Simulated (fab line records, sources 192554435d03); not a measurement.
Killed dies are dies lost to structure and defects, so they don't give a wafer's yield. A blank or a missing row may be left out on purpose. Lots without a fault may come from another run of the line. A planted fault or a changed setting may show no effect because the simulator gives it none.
fab line records | flow n5_finfet
record lots=23 wafers=69 last_day=19
route steps=1938 shown BEOL_M5@1130
lots that met no fault: from a run of the same line without faults
start_h: hours from the record's first day to the start of the lot's first wafer shown | wait_h: hours since the lot's step before | " the same as in the row above | L1.1+2: a row that stands for several wafers | - no value, or no start given | * or withheld: withheld | < > ~ a bound
route shown NAME@n: a module of which the file shows steps, and the number in the route of the first | usual: mean/standard deviation of fault-free wafers | same: alike in all rows | chamber/n: place in a boat | sites: the reading at each site | _std_site: their standard deviation | _edge_site: outer sites' mean less inner sites' | radius_mm: how far each site lies from the wafer's centre | mask NAME#n: copy n | behind: the tool/chamber that last shaped the wafer | hold: why the lot was held/for how many hours/how that ended | device: the transistor (n, p or np) that didn't switch | end of line: the same wafers' tests at the end of the route | a step without rows: its recipe alone | killed: dies lost to structure and defects at the first sort, not the wafer's yield | map: a wafer's dies, x killed, . not, _ none there
set.NAME: the setting as run; set.NAME@STEP: as run at that earlier step | model.NAME: the simulator's own value behind a step, which no gauge read
steps of the route over a sample of lots; a table a step, a row a wafer
services: from which hour (start_h, from the record's first day; less than 0 if before it) a tool's chamber was out of use, for how many hours, and why
## steps
# step N5_BEOL_M5_ETCH_72
# recipe chemistry=N2/H2 target=underlayer target_depth_a=65 mask_material=CAR-EUV time_s=5.2 ion_energy_ev=200 pressure_mtorr=30 source_w=840 bias_w=150 n2_flow_sccm=200 h2_flow_sccm=200 ends=cleared
# usual drypump_motor_current_A=5.80/0.26 etch_rf_on_time_s=5.18/0.14 h2_flow_sccm=200.0/0.6 oes_product_au=0.67/0.069 rf_vpp_V=523.6/2.8 showerhead_plenum_p_Torr=2.52/0.082 throttle_valve_pct=17.8/0.32
# columns lot.wafer tool chamber start_h wait_h drypump_motor_current_A etch_rf_on_time_s h2_flow_sccm oes_product_au rf_hours_counter_h rf_vpp_V showerhead_plenum_p_Torr throttle_valve_pct
L074.2 rie_diel-01 3 179.17 0.0 5.84 4.99 199.9 0.85 1 527.0 2.57 17.3
L074.3 " 0 " " 5.66 5.21 199.1 0.71 65 519.9 2.47 17.4
L074.5 " 3 " " 5.86 4.98 200.5 0.85 - 525.4 2.57 17.2
L075.3 rie_diel-06 0 188.77 0.0 5.90 5.16 200.7 0.65 148 526.2 2.64 17.9
L075.4 " 1 " " 6.24 5.04 200.3 0.63 212 518.8 2.42 17.7
L075.6 " 0 " " 5.90 5.13 200.7 0.65 - 526.5 2.64 17.9
L077.1 rie_diel-05 1 232.28 0.0 5.19 5.27 200.0 0.62 189 521.8 2.40 18.0
L077.2 " 0 " " 5.78 5.33 201.4 0.60 201 523.8 2.51 17.9
L077.5 " 3 " " 5.77 4.92 199.4 0.72 - 521.2 2.47 17.6
L078.2 rie_diel-06 0 235.90 0.0 5.92 5.18 200.9 0.63 160 526.9 2.63 18.0
L078.3 " 1 " " 6.25 5.12 201.2 0.62 224 520.8 2.42 17.7
L078.6 " 2 " " 5.98 5.31 200.0 0.62 - 522.9 2.47 18.2
L076.1 rie_diel-01 2 242.59 0.0 5.69 5.07 198.7 0.61 225 524.3 2.63 18.2
L076.5 " 3 " " 5.86 4.99 198.2 0.79 - 524.7 2.57 17.2
L076.6 " 2 " " 5.66 5.15 199.0 0.61 - 525.8 2.63 18.2
L083.1 rie_diel-01 2 245.68 0.0 5.68 5.12 200.3 0.61 226 527.4 2.63 18.2
L083.2 " 0 " " 5.68 5.22 200.0 0.70 88 519.8 2.46 17.4
L083.5 " 3 " " 5.86 5.05 200.2 0.78 - 523.5 2.56 17.2
L081.1 rie_diel-06 3 252.47 0.0 5.40 5.37 199.3 0.69 67 526.5 2.69 17.9
L081.2 " 2 " " 6.02 5.29 200.0 0.62 142 519.2 2.46 18.2
L081.4 " 1 " " 6.29 5.10 201.6 0.62 229 522.3 2.42 17.7
L080.1 rie_diel-05 0 253.15 0.0 5.80 5.34 200.1 0.61 207 523.8 2.51 17.9
L080.3 " 3 " " 5.76 4.96 199.0 0.69 108 520.2 2.46 17.6
L080.4 " 0 " " 5.79 5.33 199.5 0.61 - 521.0 2.51 17.9
L079.1 rie_diel-01 0 259.93 0.0 5.66 5.23 199.3 0.69 93 522.4 2.46 17.4
L079.2 " 3 " " 5.85 5.09 200.9 0.77 24 526.9 2.56 17.3
L079.3 " 2 " " 5.69 5.17 199.7 0.60 231 526.7 2.63 18.2
L082.1 rie_diel-05 3 263.25 0.0 5.77 4.97 199.4 0.70 111 523.1 2.46 17.5
L082.2 " 0 " " 5.81 5.40 199.4 0.59 211 525.2 2.50 17.9
L082.5 " 1 " " 5.18 5.26 200.1 0.60 - 521.8 2.40 18.0
L084.2 rie_diel-05 2 275.89 0.0 5.65 5.39 199.2 0.81 3 524.0 2.50 17.7
L084.4 " 1 " " 5.16 5.30 199.6 0.60 200 522.0 2.40 18.0
L084.6 " 3 " " 5.75 5.01 200.1 0.70 - 521.8 2.46 17.6
L085.3 rie_diel-01 2 279.79 0.0 5.66 5.20 199.3 0.60 236 526.4 2.63 18.2
L085.5 " 3 " " 5.87 5.07 200.5 0.77 - 525.8 2.56 17.3
L085.6 " 2 " " 5.68 5.20 199.5 0.59 - 524.8 2.63 18.2
L086.1 rie_diel-05 1 280.05 0.0 5.17 5.25 199.9 0.61 201 520.1 2.40 18.0
L086.2 " 3 " " 5.76 4.97 200.0 0.70 115 519.2 2.46 17.6
L086.4 " 2 " " 5.67 5.35 199.6 0.81 4 523.0 2.49 17.8
L087.4 rie_diel-01 2 286.63 0.0 5.67 5.07 200.0 0.59 239 526.8 2.62 18.2
L087.5 " 3 " " 5.88 4.94 199.8 0.77 - 527.1 2.56 17.3
L087.6 " 0 " " 5.71 5.17 200.5 0.69 - 522.9 2.46 17.4
L091.1 rie_diel-01 0 301.25 0.0 5.64 5.16 200.5 0.67 105 523.3 2.45 17.4
L091.3 " 1 " " 6.13 5.25 199.5 0.68 98 524.6 2.58 18.0
L091.6 " 1 " " 6.10 5.23 200.2 0.68 - 525.3 2.58 18.0
L089.1 rie_diel-06 2 307.93 0.0 6.01 5.24 199.5 0.62 155 521.0 2.46 18.3
L089.3 " 1 " " 6.27 5.10 199.5 0.61 241 520.0 2.41 17.7
L089.5 " 3 " " 5.41 5.41 200.2 0.67 - 528.1 2.68 17.9
L093.1 rie_diel-06 1 321.75 0.0 6.31 5.17 199.4 0.62 245 519.5 2.41 17.7
L093.3 " 3 " " 5.44 5.46 200.3 0.67 86 529.0 2.68 17.9
L093.5 " 2 " " 6.05 5.30 200.1 0.62 - 521.5 2.46 18.2
L090.1 rie_diel-06 0 326.04 0.0 5.90 5.23 198.6 0.62 186 527.1 2.62 18.0
L090.2 " 3 " " 5.40 5.35 199.5 0.67 88 527.7 2.68 17.9
L090.4 " 1 " " 6.27 4.99 199.6 0.62 247 519.4 2.41 17.8
L092.3 rie_diel-01 0 326.23 0.0 5.65 5.21 201.4 0.67 114 521.0 2.45 17.4
L092.4 " 0 " " 5.65 5.27 200.0 0.66 - 520.8 2.45 17.5
L092.5 " 1 " " 6.13 5.23 199.7 0.67 - 521.8 2.57 18.0
L094.1 rie_diel-01 0 329.61 0.0 5.67 5.23 200.4 0.67 116 520.8 2.45 17.4
L094.2 " 1 " " 6.13 5.33 200.1 0.66 109 525.4 2.57 18.0
L094.5 " 3 " " 5.86 5.06 200.6 0.74 - 525.3 2.55 17.3
L095.1 rie_diel-01 0 336.82 0.0 5.67 5.29 199.8 0.67 118 520.5 2.45 17.4
L095.5 " 1 " " 6.12 5.31 200.3 0.66 - 525.9 2.57 18.0
L095.6 " 3 " " 5.82 5.12 199.8 0.74 - 525.8 2.55 17.3
L096.3 rie_diel-05 0 352.06 0.0 5.80 5.37 200.2 0.59 234 524.7 2.49 17.9
L096.5 " 0 " " 5.81 5.42 200.0 0.58 - 522.1 2.49 17.9
L096.6 " 1 " " 5.20 5.27 199.4 0.59 - 517.5 2.39 18.0
L097.1 rie_diel-01 0 353.08 0.0 5.65 5.25 199.6 0.65 124 521.7 2.45 17.5
L097.3 " 2 " " 5.66 4.95 200.6 0.84 2 522.6 2.62 17.8
L097.5 " 0 " " 5.66 5.22 200.2 0.66 - 520.5 2.45 17.5
# step N5_BEOL_M5_OVL_MEAS_29
# recipe points_per_wafer=522
# usual V4_OVL=-0.2/0.7
# columns lot.wafer tool chamber start_h wait_h V4_OVL[nm]
L074.2 overlay-02 0 181.57 0.0 0.3
L074.3 " 0 " " 0.8
L074.5 " 0 " " 0.5
L075.3 overlay-02 0 191.63 0.0 0.1
L075.4 " 0 " " 1.2
L075.6 " 0 " " 0.2
L077.1 overlay-01 0 234.32 0.0 -0.9
L077.2 " 0 " " 0.4
L077.5 " 0 " " -1.1
L078.2 overlay-02 0 237.44 0.0 -0.6
L078.3 " 0 " " -0.7
L078.6 " 0 " " -0.6
L076.1 overlay-01 0 244.58 0.0 0.5
L076.5 " 0 " " -0.7
L076.6 " 0 " " -1.4
L083.1 overlay-01 0 246.97 0.1 -0.8
L083.2 " 0 " " 0.5
L083.5 " 0 " " -1.3
L081.1 overlay-02 0 254.60 0.0 -0.6
L081.2 " 0 " " -0.3
L081.4 " 0 " " -0.1
L080.1 overlay-02 0 254.77 0.0 0.6
L080.3 " 0 " " -0.9
L080.4 " 0 " " 0.2
L079.1 overlay-01 0 261.60 0.0 0.3
L079.2 " 0 " " 0.0
L079.3 " 0 " " 0.2
L082.1 overlay-02 0 266.31 0.0 -0.1
L082.2 " 0 " " 0.6
L082.5 " 0 " " -0.1
L084.2 overlay-02 0 278.52 0.0 -1.2
L084.4 " 0 " " -1.6
L084.6 " 0 " " -0.1
L085.3 overlay-02 0 280.55 0.0 -0.9
L085.5 " 0 " " 0.6
L085.6 " 0 " " -0.5
L086.1 overlay-01 0 284.25 0.0 -1.0
L086.2 " 0 " " -2.0
L086.4 " 0 " " -0.4
L087.4 overlay-02 0 287.99 0.0 0.4
L087.5 " 0 " " -0.5
L087.6 " 0 " " -0.4
L091.1 overlay-02 0 302.85 0.0 1.1
L091.3 " 0 " " 1.3
L091.6 " 0 " " 0.6
L089.1 overlay-02 0 311.20 0.0 0.6
L089.3 " 0 " " 0.3
L089.5 " 0 " " -0.1
L093.1 overlay-01 0 322.50 0.0 -0.6
L093.3 " 0 " " -0.7
L093.5 " 0 " " -0.2
L090.1 overlay-02 0 328.26 0.0 0.2
L090.2 " 0 " " 0.2
L090.4 " 0 " " 0.4
L092.3 overlay-01 0 328.45 0.0 -0.7
L092.4 " 0 " " -0.5
L092.5 " 0 " " -0.5
L094.1 overlay-02 0 330.54 0.0 0.4
L094.2 " 0 " " 0.2
L094.5 " 0 " " -0.5
L095.1 overlay-01 0 338.84 0.0 -1.1
L095.5 " 0 " " -0.4
L095.6 " 0 " " 0.4
L096.3 overlay-02 0 352.96 0.0 0.4
L096.5 " 0 " " 0.7
L096.6 " 0 " " 0.3
L097.1 overlay-02 0 356.03 0.0 -0.9
L097.3 " 0 " " -0.5
L097.5 " 0 " " -1.0
# step N5_BEOL_M5_DESCUM_33
# recipe chemistry=O2 time_s=7 source_power_w=50 bias_power_w=20 pressure_mtorr=20 rf_frequency_hz=2.712e+07 temp_c=40 resist=CAR-EUV o2_flow_sccm=225
# usual drypump_motor_current_A=5.72/0.27 oes_product_au=0.78/0.082 rf_vpp_V=243.0/1.4 showerhead_plenum_p_Torr=2.07/0.064 throttle_valve_pct=20.4/0.3
# columns lot.wafer tool chamber start_h wait_h drypump_motor_current_A oes_product_au rf_hours_counter_h rf_vpp_V showerhead_plenum_p_Torr throttle_valve_pct
L074.2 rie_diel-06 1 181.90 0.3 6.29 0.74 210 242.1 1.97 20.1
L074.3 " 2 " " 6.02 0.77 124 241.4 2.04 20.7
L074.5 " 1 " " 6.28 0.73 - 242.4 1.97 20.2
L075.3 rie_diel-01 2 191.75 0.1 5.65 0.70 208 245.6 2.15 20.6
L075.4 " 0 " " 5.64 0.82 - 242.1 2.05 20.0
L075.6 " 2 " " 5.66 0.70 - 243.6 2.15 20.6
L077.1 rie_diel-06 1 234.41 0.0 6.24 0.71 223 240.8 1.97 20.2
L077.2 " 0 " " 5.89 0.74 160 244.8 2.15 20.3
L077.5 " 0 " " 5.91 0.74 - 245.7 2.15 20.3
L078.2 rie_diel-01 3 237.53 0.0 5.84 0.90 17 244.1 2.11 19.8
L078.3 " 2 " " 5.66 0.69 224 244.8 2.15 20.6
L078.6 " 0 " " 5.68 0.80 - 239.9 2.04 20.0
L076.1 rie_diel-01 3 244.69 0.0 5.85 0.89 18 243.5 2.11 19.8
L076.5 " 0 " " 5.63 0.80 - 242.7 2.04 20.0
L076.6 " 2 " " 5.66 0.70 - 244.3 2.15 20.6
L083.1 rie_diel-05 1 247.06 0.0 5.20 0.70 193 241.5 1.99 20.8
L083.2 " 0 " " 5.81 0.72 205 243.2 2.07 20.5
L083.5 " 0 " " 5.78 0.72 - 243.0 2.07 20.5
L081.1 rie_diel-06 3 254.69 0.0 5.39 0.82 67 246.4 2.18 20.2
L081.2 " 1 " " 6.24 0.71 229 240.5 1.97 20.2
L081.4 " 2 " " 6.00 0.75 142 241.7 2.03 20.7
L080.1 rie_diel-01 3 255.08 0.2 5.84 0.87 22 243.4 2.11 19.9
L080.3 " 0 " " 5.64 0.80 91 243.1 2.04 20.0
L080.4 " 1 " " 6.10 0.81 85 243.3 2.09 20.3
L079.1 rie_diel-01 1 261.69 0.0 6.10 0.81 87 243.8 2.09 20.3
L079.2 " 2 " " 5.65 0.69 232 243.6 2.14 20.6
L079.3 " 3 " " 5.86 0.88 24 246.0 2.10 19.8
L082.1 rie_diel-05 3 266.47 0.1 5.76 0.80 112 241.8 2.01 20.0
L082.2 " 0 " " 5.77 0.72 211 243.1 2.07 20.5
L082.5 " 0 " " 5.79 0.72 - 242.4 2.07 20.6
L084.2 rie_diel-06 2 278.70 0.1 6.03 0.76 148 242.2 2.03 20.7
L084.4 " 3 " " 5.43 0.81 74 244.8 2.17 20.2
L084.6 " 0 " " 5.89 0.72 - 245.1 2.15 20.3
L085.3 rie_diel-05 0 280.91 0.3 5.81 0.71 213 242.8 2.07 20.5
L085.5 " 0 " " 5.79 0.71 - 243.8 2.07 20.6
L085.6 " 3 " " 5.76 0.80 - 241.5 2.01 20.0
L086.1 rie_diel-05 1 284.35 0.0 5.18 0.69 202 241.7 1.99 20.8
L086.2 " 0 " " 5.80 0.71 214 243.1 2.07 20.6
L086.4 " 1 " " 5.17 0.68 - 241.4 1.99 20.8
L087.4 rie_diel-05 1 288.06 0.0 5.18 0.69 204 241.2 1.99 20.8
L087.5 " 3 " " 5.77 0.80 - 242.3 2.00 20.0
L087.6 " 2 " " 5.66 1.00 - 242.1 2.08 20.6
L091.1 rie_diel-05 3 303.22 0.3 5.76 0.79 120 242.2 2.00 20.0
L091.3 " 0 " " 5.78 0.71 219 241.4 2.07 20.6
L091.6 " 3 " " 5.77 0.79 - 242.3 2.00 20.0
L089.1 rie_diel-06 3 311.60 0.3 5.42 0.79 83 243.9 2.17 20.3
L089.3 " 1 " " 6.24 0.70 242 240.0 1.96 20.2
L089.5 " 3 " " 5.45 0.80 - 246.3 2.17 20.3
L093.1 rie_diel-01 0 323.18 0.6 5.66 0.77 113 241.2 2.03 20.1
L093.3 " 3 " " 5.84 0.84 44 242.4 2.10 19.9
L093.5 " 3 " " 5.83 0.84 - 243.7 2.10 19.9
L090.1 rie_diel-06 0 328.36 0.0 5.90 0.72 186 244.9 2.14 20.4
L090.2 " 2 " " 6.01 0.74 161 241.8 2.03 20.7
L090.4 " 1 " " 6.27 0.70 247 241.8 1.96 20.2
L092.3 rie_diel-05 3 328.69 0.2 5.76 0.79 129 240.9 2.00 20.0
L092.4 " 2 " " 5.68 0.96 15 243.5 2.08 20.7
L092.5 " 1 " " 5.23 0.68 - 242.4 1.99 20.8
L094.1 rie_diel-05 2 330.76 0.2 5.66 0.95 16 244.0 2.08 20.6
L094.2 " 3 " " 5.76 0.78 129 241.8 2.00 20.0
L094.5 " 3 " " 5.76 0.79 - 243.2 2.00 20.0
L095.1 rie_diel-06 2 338.94 0.0 6.02 0.74 163 242.3 2.03 20.7
L095.5 " 0 " " 5.90 0.70 - 244.0 2.14 20.4
L095.6 " 2 " " 6.01 0.73 - 242.0 2.03 20.7
L096.3 rie_diel-06 3 353.12 0.1 5.41 0.79 97 244.9 2.17 20.3
L096.5 " 0 " " 5.90 0.71 - 244.3 2.14 20.4
L096.6 " 3 " " 5.41 0.79 - 245.4 2.17 20.3
L097.1 rie_diel-05 0 356.12 0.0 5.79 0.70 236 243.2 2.06 20.6
L097.3 " 3 " " 5.76 0.78 138 242.0 2.00 20.0
L097.5 " 1 " " 5.20 0.68 - 240.3 1.98 20.8
# step N5_BEOL_M5_ETCH_41
# recipe chemistry=CH3F/O2 target=SiCN target_depth_a=315 taper_deg=2 time_s=56.7 ion_energy_ev=120 mask_material=TiN pressure_mtorr=30 source_w=395 bias_w=75 Ar_flow_sccm=150 CH3F_flow_sccm=30 O2_flow_sccm=20
# usual O2_flow_sccm=20.00/0.064 drypump_motor_current_A=5.72/0.27 mfc_ar_sccm=150.1/0.42 oes_product_au=0.78/0.079 rf_vpp_V=297.1/1.8 showerhead_plenum_p_Torr=1.99/0.077 throttle_valve_pct=16.31/0.24
# columns lot.wafer tool chamber start_h wait_h O2_flow_sccm drypump_motor_current_A mfc_ar_sccm oes_product_au rf_hours_counter_h rf_vpp_V showerhead_plenum_p_Torr throttle_valve_pct
L074.2 rie_diel-06 1 - - 20.09 6.23 150.4 0.74 211 294.8 1.89 16.12
L074.3 " 2 " " 19.98 5.99 149.3 0.74 124 296.1 1.92 16.30
L074.5 " 1 " " 20.06 6.27 149.9 0.74 - 295.0 1.89 16.13
L075.3 rie_diel-01 2 - - 19.97 5.66 150.2 0.71 208 299.3 2.07 16.58
L075.4 " 0 " " 20.05 5.66 150.6 0.82 - 295.9 1.95 15.92
L075.6 " 2 " " 20.00 5.66 149.7 0.71 - 299.4 2.07 16.59
L077.1 rie_diel-06 1 - - 20.09 6.26 150.9 0.73 223 294.4 1.89 16.15
L077.2 " 0 " " 19.93 5.91 149.9 0.74 160 298.9 2.09 16.42
L077.5 " 0 " " 19.97 5.92 150.0 0.75 - 298.8 2.09 16.44
L078.2 rie_diel-01 3 - - 20.11 5.84 149.9 0.91 17 299.6 2.05 15.93
L078.3 " 2 " " 20.03 5.66 150.5 0.70 224 298.0 2.06 16.60
L078.6 " 0 " " 19.98 5.64 149.5 0.80 - 295.3 1.95 15.95
L076.1 rie_diel-01 3 - - 19.86 5.85 149.7 0.90 19 298.6 2.05 15.93
L076.5 " 0 " " 20.04 5.65 149.8 0.80 - 295.3 1.95 15.94
L076.6 " 2 " " 19.99 5.66 150.7 0.69 - 298.8 2.06 16.62
L083.1 rie_diel-05 1 - - 19.99 5.19 150.0 0.71 193 294.4 1.90 16.61
L083.2 " 0 " " 20.15 5.78 149.9 0.71 206 297.5 1.97 16.44
L083.5 " 0 " " 19.97 5.80 150.2 0.72 - 296.2 1.97 16.44
L081.1 rie_diel-06 3 - - 19.92 5.42 150.3 0.82 67 301.3 2.11 16.35
L081.2 " 1 " " 20.02 6.24 150.3 0.72 230 295.1 1.89 16.15
L081.4 " 2 " " 20.14 6.00 149.6 0.74 142 293.9 1.91 16.34
L080.1 rie_diel-01 3 - - 19.94 5.84 149.5 0.89 22 299.2 2.04 15.94
L080.3 " 0 " " 19.82 5.63 150.6 0.80 91 296.4 1.95 15.96
L080.4 " 1 " " 19.98 6.09 149.5 0.83 85 298.4 2.04 16.41
L079.1 rie_diel-01 1 - - 20.01 6.11 150.2 0.81 87 298.5 2.04 16.43
L079.2 " 2 " " 19.98 5.65 150.0 0.69 232 297.4 2.06 16.61
L079.3 " 3 " " 20.02 5.82 149.9 0.89 24 297.1 2.04 15.94
L082.1 rie_diel-05 3 - - 20.12 5.76 149.0 0.81 112 296.1 1.93 15.98
L082.2 " 0 " " 20.13 5.78 150.1 0.71 211 296.7 1.97 16.45
L082.5 " 0 " " 20.09 5.74 149.6 0.70 - 295.9 1.97 16.45
L084.2 rie_diel-06 2 - - 20.08 6.01 150.5 0.72 148 294.9 1.91 16.36
L084.4 " 3 " " 20.01 5.41 150.0 0.81 74 299.4 2.11 16.36
L084.6 " 0 " " 20.01 5.87 150.8 0.72 - 299.9 2.09 16.46
L085.3 rie_diel-05 0 - - 19.99 5.76 150.2 0.71 214 297.4 1.97 16.46
L085.5 " 0 " " 19.96 5.78 150.0 0.71 - 297.9 1.97 16.43
L085.6 " 3 " " 19.91 5.75 150.4 0.82 - 295.2 1.93 15.97
L086.1 rie_diel-05 1 - - 20.03 5.17 150.3 0.70 202 295.8 1.89 16.63
L086.2 " 0 " " 20.00 5.73 149.8 0.70 214 296.7 1.97 16.46
L086.4 " 1 " " 20.04 5.16 149.8 0.70 - 294.9 1.89 16.65
L087.4 rie_diel-05 1 - - 19.94 5.20 149.4 0.69 204 293.6 1.89 16.64
L087.5 " 3 " " 20.04 5.76 149.7 0.81 - 294.9 1.93 15.97
L087.6 " 2 " " 19.98 5.65 150.6 0.97 - 295.2 1.96 16.24
L091.1 rie_diel-05 3 - - 19.95 5.76 149.9 0.81 121 296.3 1.93 15.98
L091.3 " 0 " " 20.00 5.76 150.9 0.70 219 298.6 1.97 16.47
L091.6 " 3 " " 20.14 5.75 150.1 0.80 - 295.4 1.93 15.99
L089.1 rie_diel-06 3 - - 19.93 5.42 149.4 0.79 83 301.0 2.11 16.40
L089.3 " 1 " " 19.98 6.27 149.8 0.71 242 295.2 1.88 16.17
L089.5 " 3 " " 19.95 5.44 149.9 0.79 - 299.0 2.11 16.38
L093.1 rie_diel-01 0 - - 20.08 5.66 151.1 0.77 113 294.4 1.94 15.99
L093.3 " 3 " " 20.05 5.82 150.2 0.87 45 298.0 2.04 15.97
L093.5 " 3 " " 20.06 5.84 151.0 0.87 - 298.2 2.04 15.99
L090.1 rie_diel-06 0 - - 19.99 5.90 149.0 0.72 186 297.6 2.08 16.49
L090.2 " 2 " " 20.01 6.03 150.9 0.72 161 295.7 1.90 16.38
L090.4 " 1 " " 19.98 6.24 150.4 0.71 247 295.3 1.88 16.20
L092.3 rie_diel-05 3 - - 19.98 5.74 150.1 0.80 129 296.3 1.92 16.00
L092.4 " 2 " " 19.93 5.64 150.4 0.93 15 295.6 1.96 16.27
L092.5 " 1 " " 20.04 5.19 150.0 0.69 - 295.2 1.89 16.66
L094.1 rie_diel-05 2 - - 19.99 5.65 150.2 0.93 16 296.2 1.96 16.27
L094.2 " 3 " " 20.04 5.78 150.0 0.80 130 296.0 1.92 16.00
L094.5 " 3 " " 20.10 5.77 150.2 0.79 - 296.7 1.92 16.00
L095.1 rie_diel-06 2 - - 20.04 6.01 150.3 0.73 164 296.4 1.90 16.38
L095.5 " 0 " " 20.01 5.87 150.0 0.72 - 298.6 2.08 16.50
L095.6 " 2 " " 20.02 6.01 150.2 0.73 - 295.6 1.90 16.37
L096.3 rie_diel-06 3 - - 20.00 5.42 149.8 0.78 98 298.9 2.10 16.42
L096.5 " 0 " " 19.87 5.91 150.0 0.71 - 297.9 2.08 16.51
L096.6 " 3 " " 20.07 5.41 150.1 0.78 - 299.7 2.10 16.40
L097.1 rie_diel-05 0 - - 20.02 5.78 149.6 0.69 236 297.2 1.96 16.51
L097.3 " 3 " " 20.01 5.75 149.6 0.79 138 295.7 1.92 16.01
L097.5 " 1 " " 20.12 5.19 150.7 0.68 - 294.2 1.89 16.66
# step N5_BEOL_M5_ANNEAL_49
# recipe temp_c=400 time_s=1800 ambient=vacuum
# usual heater_power_w=863/93
# columns lot.wafer tool chamber start_h wait_h heater_power_w
L074.2 pvd_sputter-03 - 185.14 0.0 898
L074.3 " - " " 841
L074.5 " - " " 769
L075.3 pvd_sputter-02 - 193.49 0.0 944
L075.4 " - " " 729
L075.6 " - " " 799
L077.1 pvd_sputter-03 - 236.72 0.0 858
L077.2 " - " " 886
L077.5 " - " " 939
L078.2 pvd_sputter-03 - 241.15 0.0 863
L078.3 " - " " 894
L078.6 " - " " 853
L076.1 pvd_sputter-02 - 247.18 0.0 766
L076.5 " - " " 773
L076.6 " - " " 956
L083.1 pvd_sputter-01 - 248.90 0.0 837
L083.2 " - " " 1068
L083.5 " - " " 825
L081.1 pvd_sputter-02 - 256.86 0.0 788
L081.2 " - " " 814
L081.4 " - " " 749
L080.1 pvd_sputter-01 - 258.23 0.0 1055
L080.3 " - " " 845
L080.4 " - " " 823
L079.1 pvd_sputter-01 - 263.69 0.0 1109
L079.2 " - " " 858
L079.3 " - " " 895
L082.1 pvd_sputter-01 - 268.72 0.0 870
L082.2 " - " " 1081
L082.5 " - " " 1070
L084.2 pvd_sputter-02 - 280.79 0.0 787
L084.4 " - " " 760
L084.6 " - " " 794
L085.3 pvd_sputter-01 - 284.34 0.0 852
L085.5 " - " " 861
L085.6 " - " " 924
L086.1 pvd_sputter-02 - 286.60 0.0 932
L086.2 " - " " 786
L086.4 " - " " 791
L087.4 pvd_sputter-01 - 290.18 0.0 853
L087.5 " - " " 831
L087.6 " - " " 1084
L091.1 pvd_sputter-02 - 305.20 0.0 762
L091.3 " - " " 789
L091.6 " - " " 793
L089.1 pvd_sputter-01 - 313.55 0.0 839
L089.3 " - " " 1072
L089.5 " - " " 1049
L093.1 pvd_sputter-03 - 326.05 0.0 881
L093.3 " - " " 911
L093.5 " - " " 918
L090.1 pvd_sputter-03 - 330.99 0.0 859
L090.2 " - " " 840
L090.4 " - " " 766
L092.3 pvd_sputter-01 - 331.25 0.0 882
L092.4 " - " " 1101
L092.5 " - " " 839
L094.1 pvd_sputter-02 - 332.94 0.0 751
L094.2 " - " " 781
L094.5 " - " " 787
L095.1 pvd_sputter-01 - 340.91 0.0 1051
L095.5 " - " " 852
L095.6 " - " " 1074
L096.3 pvd_sputter-02 - 356.17 0.0 750
L096.5 " - " " 771
L096.6 " - " " 791
L097.1 pvd_sputter-03 - 358.26 0.0 865
L097.3 " - " " 747
L097.5 " - " " 756
# step N5_BEOL_M5_SPUTTER_88
# recipe material=Cu target_thk_a=150 temp_c=-20 chamber_pressure_pa=0.07 power_w=withheld time_s=27.62
# usual throttle_valve_pct=30.2/1.4
# columns lot.wafer tool chamber start_h wait_h throttle_valve_pct
L074.2 pvd_sputter-03 - 188.32 0.5 29.1
L074.3 " - " " 28.9
L074.5 " - " " 27.6
L075.3 pvd_sputter-02 - 196.67 0.5 31.2
L075.4 " - " " 30.2
L075.6 " - " " 31.4
L077.1 pvd_sputter-03 - 239.90 0.5 28.7
L077.2 " - " " 29.2
L077.5 " - " " 29.2
L078.2 pvd_sputter-03 - 244.33 0.5 28.9
L078.3 " - " " 29.5
L078.6 " - " " 28.7
L076.1 pvd_sputter-02 - 250.36 0.5 30.1
L076.5 " - " " 30.3
L076.6 " - " " 31.2
L083.1 pvd_sputter-01 - 252.08 0.5 32.8
L083.2 " - " " 31.1
L083.5 " - " " 32.6
L081.1 pvd_sputter-02 - 260.04 0.5 28.9
L081.2 " - " " 31.2
L081.4 " - " " 30.0
L080.1 pvd_sputter-01 - 261.41 0.5 30.9
L080.3 " - " " 28.6
L080.4 " - " " 32.8
L079.1 pvd_sputter-01 - 266.87 0.5 30.8
L079.2 " - " " 32.7
L079.3 " - " " 30.4
L082.1 pvd_sputter-01 - 271.90 0.5 30.6
L082.2 " - " " 30.8
L082.5 " - " " 31.0
L084.2 pvd_sputter-02 - 283.97 0.5 28.9
L084.4 " - " " 30.3
L084.6 " - " " 31.5
L085.3 pvd_sputter-01 - 287.52 0.5 28.5
L085.5 " - " " 28.5
L085.6 " - " " 30.7
L086.1 pvd_sputter-02 - 289.78 0.5 31.5
L086.2 " - " " 31.4
L086.4 " - " " 28.8
L087.4 pvd_sputter-01 - 293.36 0.5 32.5
L087.5 " - " " 32.4
L087.6 " - " " 30.9
L091.1 pvd_sputter-02 - 308.38 0.5 29.9
L091.3 " - " " 31.4
L091.6 " - " " 31.0
L089.1 pvd_sputter-01 - 316.73 0.5 28.5
L089.3 " - " " 30.9
L089.5 " - " " 31.0
L093.1 pvd_sputter-03 - 329.23 0.5 29.0
L093.3 " - " " 29.1
L093.5 " - " " 29.1
L090.1 pvd_sputter-03 - 334.17 0.5 28.7
L090.2 " - " " 29.9
L090.4 " - " " 28.0
L092.3 pvd_sputter-01 - 334.43 0.5 28.4
L092.4 " - " " 30.9
L092.5 " - " " 32.6
L094.1 pvd_sputter-02 - 336.12 0.5 30.2
L094.2 " - " " 29.0
L094.5 " - " " 31.1
L095.1 pvd_sputter-01 - 344.09 0.5 30.8
L095.5 " - " " 32.5
L095.6 " - " " 31.3
L096.3 pvd_sputter-02 - 359.35 0.5 30.0
L096.5 " - " " 31.3
L096.6 " - " " 29.0
L097.1 pvd_sputter-03 - 361.44 0.5 28.9
L097.3 " - " " 27.9
L097.5 " - " " 27.8
## services
# columns tool chamber start_h hours kind
pvd_sputter-01 - 161.50 48.4 repair
rie_diel-05 3 162.96 6.1 repair
rie_diel-05 2 176.92 13.9 repair
rie_diel-06 0 177.68 4.9 repair
rie_diel-06 - 185.73 0.7 repair
rie_diel-01 3 191.61 6.5 repair
rie_diel-01 1 226.27 14.9 repair
rie_diel-01 3 231.16 2.1 repair
rie_diel-01 1 243.55 4.0 repair
rie_diel-05 2 245.07 - clean
rie_diel-05 2 245.07 - consumable_replace:focus_ring
rie_diel-05 2 245.07 17.8 scheduled_down
rie_diel-05 2 245.07 17.8 vent_cycle
rie_diel-05 2 283.64 2.9 repair
rie_diel-05 2 290.80 7.5 repair
rie_diel-01 2 321.42 - clean
rie_diel-01 2 321.42 - consumable_replace:focus_ring
rie_diel-01 2 321.42 26.0 scheduled_down
rie_diel-01 2 321.42 26.0 vent_cycle
rie_diel-06 1 338.94 - clean
rie_diel-06 1 338.94 - consumable_replace:focus_ring
rie_diel-05 2 344.91 8.1 repair
rie_diel-01 1 352.91 9.1 repair
rie_diel-01 0 360.33 9.2 repair
## key
fault none
